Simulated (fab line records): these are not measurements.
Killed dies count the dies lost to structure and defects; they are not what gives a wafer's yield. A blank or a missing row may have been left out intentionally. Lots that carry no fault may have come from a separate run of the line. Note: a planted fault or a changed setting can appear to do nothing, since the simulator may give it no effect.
fab line records ; flow n5Finfet
record lots=7; wafers=20; lastDay=17
route steps=1938 shown BEOL_M2@879 BEOL_M4@1111 PASSIVATION@1936
lots that met no fault: taken from a fault-free run of the same line
startH: hours from the record's opening day to when the first of the lot's shown wafers began ; waitH: hours from the lot's prior step to this one ; " as in the row above ; L1.1+2: a single row standing in for several wafers ; - either no value or no given start ; * or withheld: withheld ; < > ~ a bound
route shown NAME@n: a module of which the file shows steps, and the number in the route of the first ; usual: average and standard deviation across the fault-free wafers ; same: alike in all rows ; chamber/n: place in a boat ; sites: per-site readings ; _std_site: how widely they spread, as a standard deviation ; _edge_site: the outer-site mean with the inner-site mean subtracted ; radiusMm: how far each site lies from the wafer's centre ; mask NAME#n: copy n ; behind: tool/chamber where the wafer was last shaped ; hold: the reason the lot was held/the length of the hold in hours/how it ended ; device: the n, p or np transistor that did not switch ; end of line: the route-end tests of the same wafers ; step lacking rows: just its recipe ; killed: dies lost to structure and defects at the first sort, not the wafer's yield ; map: the dies of a wafer, with x for killed, . for not killed, _ for no die there
set.NAME: the run value of the setting; set.NAME@STEP: its run value at that earlier step ; model.NAME: the simulator's own value behind a step, which no gauge read
certain route steps with their lots: each step a table, each wafer a row
services: a tool's chamber out of use, with start hour (startH, from the record's first day; less than 0 if before it), hours out, and reason
## steps
# step N5_BEOL_M2_DESCUM_33
# recipe chemistry=O2; timeS=7; sourcePowerW=50; biasPowerW=20; pressureMtorr=20; rfFrequencyHz=2.712e+07; tempC=40; resist=CAR-EUV; o2FlowSccm=225
# usual drypumpMotorCurrentA=5.9/0.48; o2FlowSccm=225.0/0.68; oesProductAu=0.76/0.073; rfVppV=243.4/1.4; showerheadPlenumPTorr=2.10/0.07; throttleValvePct=20.38/0.23
lot.wafer;tool;chamber;startH;waitH;drypumpMotorCurrentA;o2FlowSccm;oesProductAu;rfHoursCounterH;rfVppV;showerheadPlenumPTorr;throttleValvePct
L878.1;rieDiel-05;1;160.79;0.0;6.1;225.4;0.70;236;242.2;2.06;20.46
L878.2;rieDiel-05;2;160.79;0.0;6.3;224.2;0.71;189;242.1;2.08;20.54
L878.3;rieDiel-05;3;160.79;0.0;5.4;225.5;0.74;184;242.7;2.07;20.52
L879.1;rieDiel-05;1;166.60;0.1;6.2;225.5;0.70;238;243.2;2.06;20.46
L879.4;rieDiel-05;2;166.60;0.1;6.3;223.9;0.71;192;242.8;2.08;20.55
L879.5;rieDiel-05;1;166.60;0.1;6.1;225.7;0.70;-;241.5;2.06;20.46
L887.1;rieDiel-05;2;215.02;0.0;6.3;225.7;0.69;209;242.8;2.07;20.57
L887.5;rieDiel-05;3;215.02;0.0;5.4;224.6;0.72;-;241.2;2.07;20.56
L888.1;rieDiel-03;0;220.99;0.0;6.3;224.5;0.88;41;242.4;2.05;20.35
L888.2;rieDiel-03;2;220.99;0.0;6.6;225.9;0.70;222;243.1;2.15;20.74
L888.3;rieDiel-03;3;220.99;0.0;6.3;225.0;0.77;142;241.5;2.01;20.29
L890.3;rieDiel-01;2;229.41;0.0;5.3;224.4;0.81;91;244.4;2.21;20.24
L890.4;rieDiel-01;1;229.41;0.0;6.1;226.0;0.71;-;241.0;1.98;20.29
L890.5;rieDiel-01;3;229.41;0.0;5.1;225.1;0.79;-;245.1;2.20;20.11
L892.1;rieDiel-03;0;239.21;0.0;6.3;224.0;0.87;48;242.8;2.04;20.37
L892.4;rieDiel-03;1;239.21;0.0;5.7;224.7;0.78;122;244.4;2.19;20.09
L892.5;rieDiel-03;1;239.21;0.0;5.7;224.2;0.78;-;243.8;2.19;20.11
L897.1;rieDiel-03;0;277.64;0.0;6.3;225.4;0.84;61;240.3;2.04;20.37
L897.2;rieDiel-03;1;277.64;0.0;5.7;225.2;0.76;135;244.5;2.19;20.13
L897.3;rieDiel-03;2;277.64;0.0;6.6;225.1;0.69;241;242.9;2.14;20.76
# step N5_BEOL_M2_ETCH_77
# recipe chemistry=N2/H2; target=underlayer; targetDepthA=65; maskMaterial=CAR-EUV; timeS=5.2; ionEnergyEv=200; pressureMtorr=30; sourceW=840; biasW=150; n2FlowSccm=200; h2FlowSccm=200; ends=cleared
# usual drypumpMotorCurrentA=5.9/0.48; etchRfOnTimeS=5.28/0.082; oesProductAu=0.64/0.062; rfVppV=524.0/2.7; showerheadPlenumPTorr=2.55/0.084; throttleValvePct=17.82/0.27
lot.wafer;tool;chamber;startH;waitH;drypumpMotorCurrentA;etchRfOnTimeS;oesProductAu;rfHoursCounterH;rfVppV;showerheadPlenumPTorr;throttleValvePct
L878.1;rieDiel-05;1;160.83;0.0;6.1;5.17;0.60;236;523.6;2.50;18.03
L878.2;rieDiel-05;2;160.83;0.0;6.3;5.28;0.60;189;521.6;2.53;18.02
L878.3;rieDiel-05;3;160.83;0.0;5.3;5.30;0.62;184;522.8;2.54;18.03
L879.1;rieDiel-05;1;166.64;0.0;6.2;5.27;0.60;238;522.0;2.50;18.02
L879.4;rieDiel-05;2;166.64;0.0;6.3;5.39;0.59;192;523.7;2.53;18.05
L879.5;rieDiel-05;1;166.64;0.0;6.2;5.22;0.60;-;523.2;2.50;18.02
L887.1;rieDiel-05;2;215.05;0.0;6.3;5.33;0.59;209;523.4;2.52;18.06
L887.5;rieDiel-05;3;215.05;0.0;5.4;5.32;0.62;-;523.7;2.53;18.05
L888.1;rieDiel-03;0;221.02;0.0;6.3;5.20;0.74;41;521.1;2.48;17.63
L888.2;rieDiel-03;2;221.02;0.0;6.6;5.41;0.58;222;526.2;2.62;18.30
L888.3;rieDiel-03;3;221.02;0.0;6.3;5.15;0.65;142;521.0;2.43;17.68
L890.3;rieDiel-01;2;229.45;0.0;5.4;5.15;0.68;91;529.3;2.68;17.67
L890.4;rieDiel-01;1;229.45;0.0;6.1;5.38;0.60;-;519.1;2.41;17.73
L890.5;rieDiel-01;3;229.45;0.0;5.1;5.29;0.66;-;526.7;2.69;17.70
L892.1;rieDiel-03;0;239.25;0.0;6.3;5.15;0.73;48;521.0;2.47;17.64
L892.4;rieDiel-03;1;239.25;0.0;5.7;5.24;0.66;122;528.6;2.65;17.41
L892.5;rieDiel-03;1;239.25;0.0;5.7;5.23;0.66;-;526.3;2.65;17.41
L897.1;rieDiel-03;0;277.68;0.0;6.3;5.25;0.71;61;520.5;2.47;17.67
L897.2;rieDiel-03;1;277.68;0.0;5.7;5.32;0.65;135;526.6;2.65;17.44
L897.3;rieDiel-03;2;277.68;0.0;6.6;5.36;0.58;241;525.1;2.61;18.31
# step N5_BEOL_M2_ETCH_69
# recipe chemistry=CF4; target=SiARC; targetDepthA=156; maskMaterial=CAR-EUV; timeS=26; ionEnergyEv=80; pressureMtorr=40; sourceW=545; biasW=36; Ar_flow_sccm=100; cf4FlowSccm=100; ends=cleared
# step N5_BEOL_M2_ALD_98
# recipe material=SiO2; targetThkA=25; tempC=100; aldPrecursorFamily=BDEAS; aldCoReactant=O2-plasma; pulseTimeS=1; coReactantPulseTimeS=1; purgeTimeS=2; coReactantPurgeTimeS=2; aldCycles=17; pressureTorr=2
# step N5_BEOL_M2_ETCHBACK_99
# recipe chemistry=CHF3; target=SiO2; targetDepthA=50; timeS=10.4; sourceW=215; biasW=47; Ar_flow_sccm=200; CHF3_flow_sccm=12; ionEnergyEv=100; pressureMtorr=30
# step N5_BEOL_M2_ETCH_70
# recipe chemistry=N2/H2; target=SOC; targetDepthA=800; overetchA=240; maskMaterial=SiARC; tempC=40; timeS=130; ionEnergyEv=200; pressureMtorr=30; sourceW=840; biasW=150; n2FlowSccm=200; h2FlowSccm=200
# usual drypumpMotorCurrentA=5.8/0.49; oesProductAu=0.57/0.054; rfVppV=524.5/2.8; showerheadPlenumPTorr=2.57/0.095; throttleValvePct=17.72/0.26
lot.wafer;tool;chamber;startH;waitH;drypumpMotorCurrentA;oesProductAu;rfHoursCounterH;rfVppV;showerheadPlenumPTorr;throttleValvePct
L878.1;rieDiel-03;2;162.19;0.0;6.6;0.53;202;526.0;2.63;18.21
L878.2;rieDiel-03;3;162.19;0.0;6.3;0.58;122;521.8;2.44;17.60
L878.3;rieDiel-03;0;162.19;0.0;6.3;0.67;22;520.4;2.48;17.55
L879.1;rieDiel-01;3;170.72;0.0;5.1;0.60;61;527.9;2.70;17.62
L879.4;rieDiel-01;3;170.72;0.0;5.1;0.60;-;527.4;2.70;17.60
L879.5;rieDiel-01;1;170.72;0.0;6.1;0.53;-;521.4;2.42;17.64
L887.1;rieDiel-01;0;218.87;0.0;5.5;0.69;10;526.0;2.60;17.19
L887.5;rieDiel-01;3;218.87;0.0;5.2;0.59;-;528.5;2.69;17.63
L888.1;rieDiel-01;3;226.98;0.0;5.1;0.58;80;529.4;2.69;17.65
L888.2;rieDiel-01;1;226.98;0.0;6.1;0.52;214;520.7;2.41;17.68
L888.3;rieDiel-01;2;226.98;0.0;5.4;0.59;90;526.8;2.68;17.60
L890.3;rieDiel-01;3;230.35;0.0;5.1;0.58;81;527.7;2.69;17.65
L890.4;rieDiel-01;2;230.35;0.0;5.4;0.59;-;527.7;2.68;17.60
L890.5;rieDiel-01;1;230.35;0.0;6.1;0.52;-;521.2;2.41;17.70
L892.1;rieDiel-03;1;243.46;0.0;5.7;0.57;123;526.8;2.65;17.36
L892.4;rieDiel-03;0;243.46;0.0;6.3;0.63;50;522.3;2.47;17.59
L892.5;rieDiel-03;1;243.46;0.0;5.7;0.57;-;527.2;2.65;17.37
L897.1;rieDiel-05;3;278.75;0.0;5.4;0.52;227;522.9;2.52;18.06
L897.2;rieDiel-05;1;278.75;0.0;6.2;0.66;23;522.6;2.49;17.63
L897.3;rieDiel-05;2;278.75;0.0;6.3;0.50;229;522.6;2.51;18.06
# step N5_BEOL_M2_STRIP_71
# recipe chemistry=N2/H2; tempC=40; n2FlowSccm=200; h2FlowSccm=200; rfFrequencyHz=6e+07
# step N5_BEOL_M2_STRIP_78
# recipe chemistry=N2/H2; tempC=40; n2FlowSccm=200; h2FlowSccm=200; rfFrequencyHz=6e+07
# step N5_BEOL_M2_VIA_ETCH_34
# recipe chemistry=C4F6/O2; targetDepthA=694; maskMaterial=SOC; pressureMtorr=15; ionEnergyEv=250; taperDeg=4; timeS=65.9; sourceW=350; biasW=170; Ar_flow_sccm=300; C4F6_flow_sccm=10; O2_flow_sccm=10
# step N5_BEOL_M2_STRIP_83
# recipe chemistry=C4F6/O2; resist=SiARC; rfFrequencyHz=6e+07
# step N5_BEOL_M2_STRIP_36
# recipe chemistry=N2/H2; powerW=450; tempC=40; pressureMtorr=20; rfFrequencyHz=6e+07; overashFraction=0.3; biasPowerW=7; h2Frac=0.5; n2FlowSccm=200; h2FlowSccm=200
# usual drypumpMotorCurrentA=5.8/0.5; oesProductAu=0.77/0.077; powerW=450.3/1.3; rfVppV=59.4/1.5; showerheadPlenumPTorr=2.56/0.095; throttleValvePct=23.5/0.32
lot.wafer;tool;chamber;startH;waitH;drypumpMotorCurrentA;oesProductAu;powerW;rfHoursCounterH;rfVppV;showerheadPlenumPTorr;throttleValvePct
L878.1;rieDiel-03;2;162.36;0.0;6.6;0.71;452.4;202;58.1;2.62;24.1
L878.2;rieDiel-03;3;162.36;0.0;6.3;0.78;450.0;122;58.4;2.44;23.3
L878.3;rieDiel-03;0;162.36;0.0;6.3;0.90;452.2;22;57.6;2.48;23.3
L879.1;rieDiel-01;3;170.88;0.0;5.1;0.81;450.6;61;61.2;2.69;23.6
L879.4;rieDiel-01;3;170.88;0.0;5.1;0.82;450.4;-;58.6;2.69;23.6
L879.5;rieDiel-01;1;170.88;0.0;6.1;0.73;451.9;-;58.4;2.42;23.3
L887.1;rieDiel-01;0;219.04;0.0;5.5;0.95;452.6;10;63.7;2.60;22.9
L887.5;rieDiel-01;3;219.04;0.0;5.1;0.79;450.6;-;58.3;2.69;23.6
L888.1;rieDiel-01;3;227.15;0.0;5.1;0.78;450.2;80;57.9;2.68;23.6
L888.2;rieDiel-01;1;227.15;0.0;6.1;0.71;448.5;214;57.8;2.41;23.3
L888.3;rieDiel-01;2;227.15;0.0;5.4;0.81;451.0;91;59.2;2.68;23.5
L890.3;rieDiel-01;3;230.52;0.0;5.1;0.79;452.6;81;59.1;2.68;23.6
L890.4;rieDiel-01;2;230.52;0.0;5.4;0.82;449.6;-;59.8;2.67;23.5
L890.5;rieDiel-01;1;230.52;0.0;6.1;0.71;450.1;-;59.1;2.41;23.3
L892.1;rieDiel-03;1;243.63;0.0;5.7;0.78;448.7;123;61.1;2.65;23.1
L892.4;rieDiel-03;0;243.63;0.0;6.3;0.88;451.7;50;58.7;2.47;23.4
L892.5;rieDiel-03;1;243.63;0.0;5.6;0.77;450.3;-;58.2;2.65;23.0
L897.1;rieDiel-05;3;278.91;0.0;5.4;0.71;449.8;227;61.1;2.52;23.8
L897.2;rieDiel-05;1;278.91;0.0;6.2;0.89;449.9;23;60.6;2.48;23.6
L897.3;rieDiel-05;2;278.91;0.0;6.3;0.69;450.3;229;58.9;2.51;23.9
# step N5_BEOL_M2_TRENCH_ETCH_37
# recipe chemistry=C4F6/O2; targetDepthA=555.55; target=SiOC; timeS=29.2; ionEnergyEv=250; pressureMtorr=30; sourceW=355; biasW=185; Ar_flow_sccm=300; C4F6_flow_sccm=10; O2_flow_sccm=10
# step N5_BEOL_M2_ETCH_41
# recipe chemistry=CH3F/O2; target=SiCN; targetDepthA=299; taperDeg=2; timeS=52.5; ionEnergyEv=120; maskMaterial=TiN; pressureMtorr=30; sourceW=395; biasW=75; Ar_flow_sccm=150; CH3F_flow_sccm=30; O2_flow_sccm=20
# usual drypumpMotorCurrentA=5.8/0.5; oesProductAu=0.77/0.077; rfVppV=297.7/1.7; showerheadPlenumPTorr=2.02/0.074; throttleValvePct=16.24/0.24
lot.wafer;tool;chamber;startH;waitH;drypumpMotorCurrentA;oesProductAu;rfHoursCounterH;rfVppV;showerheadPlenumPTorr;throttleValvePct;model.etch.depthNm
L878.1;rieDiel-03;2;162.43;-;6.6;0.71;202;297.0;2.06;16.61;19.65
L878.2;rieDiel-03;3;162.43;-;6.3;0.78;122;295.3;1.93;16.21;19.73
L878.3;rieDiel-03;0;162.43;-;6.3;0.91;22;296.4;1.96;16.12;20.16
L879.1;rieDiel-01;3;170.95;-;5.1;0.80;61;300.8;2.11;15.97;19.62
L879.4;rieDiel-01;3;170.95;-;5.1;0.82;-;299.1;2.11;15.99;19.73
L879.5;rieDiel-01;1;170.95;-;6.1;0.70;-;297.0;1.91;16.26;19.22
L887.1;rieDiel-01;0;219.11;-;5.5;1.13;10;298.4;2.04;15.70;26.27
L887.5;rieDiel-01;3;219.11;-;5.1;0.95;-;298.9;2.10;16.02;25.82
L888.1;rieDiel-01;3;227.22;-;5.1;0.95;80;299.4;2.10;16.02;26.15
L888.2;rieDiel-01;1;227.22;-;6.1;0.70;214;296.6;1.90;16.29;19.5
L888.3;rieDiel-01;2;227.22;-;5.4;0.80;91;299.3;2.11;16.10;20.03
L890.3;rieDiel-01;3;230.59;-;5.1;0.78;81;298.4;2.10;16.02;19.66
L890.4;rieDiel-01;2;230.59;-;5.4;0.80;-;301.1;2.11;16.10;20.05
L890.5;rieDiel-01;1;230.59;-;6.1;0.84;-;295.6;1.90;16.31;25.62
L892.1;rieDiel-03;1;243.70;-;5.7;0.77;124;301.0;2.10;16.05;19.83
L892.4;rieDiel-03;0;243.70;-;6.3;0.87;50;296.8;1.95;16.17;20.04
L892.5;rieDiel-03;1;243.70;-;5.7;0.77;-;299.1;2.10;16.03;19.78
L897.1;rieDiel-05;3;278.98;-;5.4;0.70;227;297.7;1.97;16.54;19.61
L897.2;rieDiel-05;1;278.98;-;6.2;0.90;23;296.9;1.95;16.03;19.89
L897.3;rieDiel-05;2;278.98;-;6.3;0.68;230;297.1;1.98;16.54;19.59
# step N5_BEOL_M2_STRIP_97
# recipe chemistry=N2/H2; timeS=10; powerW=450; tempC=40; pressureMtorr=20; rfFrequencyHz=6e+07; biasPowerW=7; n2FlowSccm=200; h2FlowSccm=200
# usual drypumpMotorCurrentA=5.8/0.5; oesProductAu=0.77/0.076; rfVppV=59.3/0.9; showerheadPlenumPTorr=2.56/0.095; throttleValvePct=23.5/0.32
lot.wafer;tool;chamber;startH;waitH;drypumpMotorCurrentA;oesProductAu;rfHoursCounterH;rfVppV;showerheadPlenumPTorr;throttleValvePct
L878.1;rieDiel-03;2;-;-;6.6;0.71;202;59.4;2.62;24.1
L878.2;rieDiel-03;3;-;-;6.3;0.78;122;61.1;2.44;23.3
L878.3;rieDiel-03;0;-;-;6.3;0.89;22;58.6;2.48;23.3
L879.1;rieDiel-01;3;-;-;5.1;0.82;61;57.7;2.69;23.5
L879.4;rieDiel-01;3;-;-;5.1;0.82;-;58.8;2.69;23.6
L879.5;rieDiel-01;1;-;-;6.1;0.73;-;58.6;2.42;23.3
L887.1;rieDiel-01;0;-;-;5.5;0.93;10;60.0;2.60;22.9
L887.5;rieDiel-01;3;-;-;5.1;0.79;-;58.6;2.69;23.6
L888.1;rieDiel-01;3;-;-;5.1;0.79;80;58.4;2.68;23.6
L888.2;rieDiel-01;1;-;-;6.1;0.70;214;59.8;2.41;23.3
L888.3;rieDiel-01;2;-;-;5.4;0.81;91;60.0;2.68;23.5
L890.3;rieDiel-01;3;-;-;5.1;0.79;81;57.0;2.68;23.6
L890.4;rieDiel-01;2;-;-;5.4;0.81;-;59.8;2.67;23.5
L890.5;rieDiel-01;1;-;-;6.1;0.70;-;59.3;2.41;23.3
L892.1;rieDiel-03;1;-;-;5.7;0.77;124;58.4;2.65;23.0
L892.4;rieDiel-03;0;-;-;6.3;0.86;50;59.9;2.47;23.4
L892.5;rieDiel-03;1;-;-;5.7;0.77;-;58.2;2.65;23.0
L897.1;rieDiel-05;3;-;-;5.4;0.70;227;58.9;2.52;23.8
L897.2;rieDiel-05;1;-;-;6.2;0.90;23;57.9;2.49;23.6
L897.3;rieDiel-05;2;-;-;6.3;0.69;230;60.7;2.51;23.9
# step N5_BEOL_M4_RC_MEAS_101
# usual DIBL_N=36.3/1.4; DIBL_P=35.7/1.5; IOFF_N=0.155/0.022; IOFF_P=0.204/0.027; ION_N=671/9; ION_P=459/6.2; SS_N=71.5/0.54; SS_P=73.1/0.56; VT_N=250.2/2.6; VT_P=-251/3.3
lot.wafer;tool;chamber;startH;waitH;DIBL_N[mV/V];DIBL_P[mV/V];IOFF_N[nA/um];IOFF_P[nA/um];ION_N[uA/um];ION_P[uA/um];SS_N[mV/dec];SS_P[mV/dec];VT_N[mV];VT_P[mV]
L878.1;prober-02;0;191.18;0.0;37.7;37.2;0.183;0.269;686;480;71.7;73.5;245.5;-243
L878.2;prober-02;0;191.18;0.0;36.0;34.5;0.155;0.234;675;465;72.4;73.5;253.0;-248
L878.3;prober-02;0;191.18;0.0;35.1;33.9;0.137;0.210;671;464;71.3;72.2;250.5;-248
L879.1;prober-01;0;192.01;0.5;36.0;35.3;0.150;0.212;667;462;71.3;72.4;250.2;-250
L879.4;prober-01;0;192.01;0.5;36.3;36.4;0.172;0.219;675;464;70.9;73.1;247.4;-248
L879.5;prober-01;0;192.01;0.5;36.5;35.3;0.163;0.215;677;465;71.1;73.4;248.7;-246
L887.1;prober-01;0;247.62;0.0;34.2;32.3;0.129;0.159;672;462;71.0;73.0;253.5;-258
L887.5;prober-01;0;247.62;0.0;36.0;34.0;0.154;0.178;678;452;72.5;73.5;252.0;-256
L888.1;prober-01;0;253.09;0.0;38.4;35.7;0.183;0.193;682;453;72.0;73.8;246.3;-253
L888.2;prober-01;0;253.09;0.0;35.8;34.0;0.140;0.165;666;454;71.2;72.9;252.3;-256
L888.3;prober-01;0;253.09;0.0;34.6;32.4;0.125;0.148;664;452;70.7;72.7;250.8;-256
L890.3;prober-01;0;263.09;0.3;34.6;35.8;0.139;0.181;671;459;71.3;72.4;251.3;-250
L890.4;prober-01;0;263.09;0.3;34.4;35.0;0.131;0.177;652;449;72.1;73.0;255.6;-253
L890.5;prober-01;0;263.09;0.3;35.6;36.5;0.149;0.194;666;451;72.0;73.4;253.2;-252
L892.1;prober-01;0;274.32;0.0;35.4;35.2;0.139;0.192;674;453;71.2;73.7;252.0;-251
L892.4;prober-01;0;274.32;0.0;38.4;37.3;0.197;0.237;677;459;72.3;73.3;249.3;-250
L892.5;prober-01;0;274.32;0.0;34.9;34.4;0.131;0.195;666;458;71.2;72.7;251.6;-250
L897.1;prober-01;0;307.18;0.0;36.2;35.0;0.150;0.181;667;449;71.7;72.0;252.0;-255
L897.2;prober-01;0;307.18;0.0;36.1;34.8;0.150;0.182;665;453;71.3;72.3;251.1;-255
L897.3;prober-01;0;307.18;0.0;35.6;35.9;0.145;0.186;670;461;71.3;72.7;251.7;-253
# step N5_PASSIVATION_PROBE_49
# usual defectLimitedYield=91.0/1.5; killed_at_M0_to_M3=36/12; killed_at_M4_up=14/5.5; killedAtContacts=11/4.8; killedAtFrontEnd=42/12; killedAtOther=3.7/2.7; killedDies=106/18; killedOnRim=13/4.5; killedOpen=70/13; killedShort=35/8.2; sort_bin_5_function=5.3/1; sort_bin_6_memory=3.3/0.69; sortNPass=1074/18; sortYieldPct=91.0/1.5
# same grossDies=1180; killedAtBackSide=0; sort_bin_4_leakage[%]=0; sort_bin_8_speed[%]=0
lot.wafer;tool;chamber;startH;waitH;defectLimitedYield[%];killed_at_M0_to_M3;killed_at_M4_up;killedAtContacts;killedAtFrontEnd;killedAtOther;killedDies;killedOnRim;killedOpen;killedShort;sort_bin_5_function[%];sort_bin_6_memory[%];sortNPass;sortYieldPct[%]
L878.1;prober-01;-;299.59;0.0;92.2;27;12;19;34;0;92;9;65;27;5.2;2.5;1088;92.2
L878.2;prober-01;-;299.64;0.1;92.3;31;9;13;32;6;91;12;52;38;4.5;2.7;1089;92.3
L878.3;prober-01;-;299.69;0.1;92.8;25;16;11;27;6;85;10;54;31;4.6;2.1;1095;92.8
L879.1;prober-01;-;300.46;0.0;91.4;34;11;12;41;4;102;14;58;44;5.8;2.4;1078;91.4
L879.4;prober-01;-;300.61;0.2;93.0;24;11;14;34;0;83;10;53;28;4.0;2.9;1097;93.0
L879.5;prober-01;-;300.66;0.2;92.8;25;17;6;35;2;85;9;58;27;3.9;3.2;1095;92.8
L887.1;prober-01;-;355.90;0.0;93.2;31;5;4;35;5;80;13;50;30;3.5;3.0;1100;93.2
L887.5;prober-01;-;356.10;0.2;92.2;22;9;9;48;4;92;11;69;22;4.7;2.8;1088;92.2
# killed by level:class
L878.1 MOL_CONTACT_COAG:geometricParticle:open=10 MOL_CONTACT_COAG:geometricParticle:short=9 BEOL_M1:geometricParticle:open=8 DUMMY_GATE:geometricParticle:open=7 BEOL_M4:geometricParticle:open=7 BEOL_M0_SAQP:geometricParticle:short=6 FIN_SAQP:geometricParticle:open=5 STI_FIN_REVEAL:geometricParticle:open=5
L878.2 MOL_CONTACT_COAG:geometricParticle:open=11 BEOL_M3:geometricParticle:open=9 FIN_SAQP:geometricParticle:short=6 FIN_SAQP:geometricParticle:open=5 GATE_CUT:geometricParticle:short=5 BEOL_M1:geometricParticle:open=5 BEOL_M0_SAQP:geometricParticle:short=4 BEOL_M4:geometricParticle:open=4
L878.3 MOL_CONTACT_COAG:geometricParticle:open=10 BEOL_M4:geometricParticle:open=9 BEOL_M1:geometricParticle:open=8 FIN_SAQP:geometricParticle:short=6 BEOL_M3:geometricParticle:open=6 FIN_SAQP:geometricParticle:open=5 PASS1_CAP:geometricParticle:short=5 GATE_CUT:geometricParticle:short=3
L879.1 BEOL_M1:geometricParticle:short=11 STI_FIN_REVEAL:geometricParticle:open=9 MOL_CONTACT_COAG:geometricParticle:open=9 BEOL_M3:geometricParticle:open=9 FIN_SAQP:geometricParticle:short=5 GATE_CUT:geometricParticle:short=5 BEOL_M0_SAQP:geometricParticle:open=5 DUMMY_GATE:geometricParticle:open=4
L879.4 MOL_CONTACT_COAG:geometricParticle:open=12 BEOL_M0_SAQP:geometricParticle:short=8 STI_FIN_REVEAL:geometricParticle:open=7 GATE_CUT:geometricParticle:short=5 BEOL_M4:geometricParticle:open=4 FIN_SAQP:geometricParticle:short=3 DUMMY_GATE:geometricParticle:open=3 GATE_CUT:geometricParticle:open=3
L879.5 STI_FIN_REVEAL:geometricParticle:open=15 BEOL_M4:geometricParticle:open=8 FIN_SAQP:geometricParticle:open=6 BEOL_M0_SAQP:geometricParticle:short=6 MOL_CONTACT_COAG:geometricParticle:open=5 BEOL_M4:geometricParticle:short=5 BEOL_M1:geometricParticle:open=4 BEOL_M3:geometricParticle:open=4
L887.1 FIN_SAQP:geometricParticle:open=13 BEOL_M1:geometricParticle:short=7 BEOL_M0_SAQP:geometricParticle:open=6 BEOL_M0_SAQP:geometricParticle:short=6 BEOL_M2:geometricParticle:open=6 GATE_CUT:geometricParticle:short=5 STI_FIN_REVEAL:geometricParticle:open=4 GATE_CUT:geometricParticle:open=3
L887.5 FIN_SAQP:geometricParticle:open=10 DUMMY_GATE:geometricParticle:open=10 MOL_CONTACT_COAG:geometricParticle:open=9 FIN_SAQP:geometricParticle:short=6 STI_FIN_REVEAL:geometricParticle:open=6 BEOL_M0_SAQP:geometricParticle:open=6 BEOL_M2:geometricParticle:open=6 STARTING-WAFER:geometricParticle:open=5
## services
tool;chamber;startH;hours;kind
rieDiel-01;0;162.56;-;clean
rieDiel-01;0;162.56;-;consumableReplace:esc
rieDiel-01;0;162.56;-;consumableReplace:focusRing
rieDiel-01;0;162.56;21.0;scheduledDown
rieDiel-01;0;162.56;21.0;ventCycle
rieDiel-05;1;202.25;-;clean
rieDiel-05;1;202.25;-;consumableReplace:focusRing
rieDiel-05;1;202.25;14.5;scheduledDown
rieDiel-05;1;202.25;14.5;ventCycle
rieDiel-01;0;225.59;5.0;repair
rieDiel-01;1;246.01;6.7;repair
rieDiel-05;0;261.01;-;clean
rieDiel-05;0;261.01;-;consumableReplace:focusRing
rieDiel-05;0;261.01;24.8;scheduledDown
rieDiel-05;0;261.01;24.8;ventCycle
## key
firstSign step=N5_BEOL_M2_ETCH_41; reading=oesProductAu; direction=up; sigmas=2.5; usual=0.77; struck=0.97; wafersMoved=3
effect none on later readings
modelEffect step=N5_BEOL_M2_ETCH_41; value=etch.depthNm; without=19.64; struck=25.97
metAt N5_BEOL_M2_ETCH_41
struckWafers L887.1,L887.5,L888.1,L890.5
onsetBetween 170.95 219.11
fault kind=processParameterDrift; tool=rieDiel-01; chamber=-; onsetH=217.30; steps=N5_BEOL_M2_ETCH_41; channel=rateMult; offset=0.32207; shape=step; endH=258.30; scope=struckWafersOnly
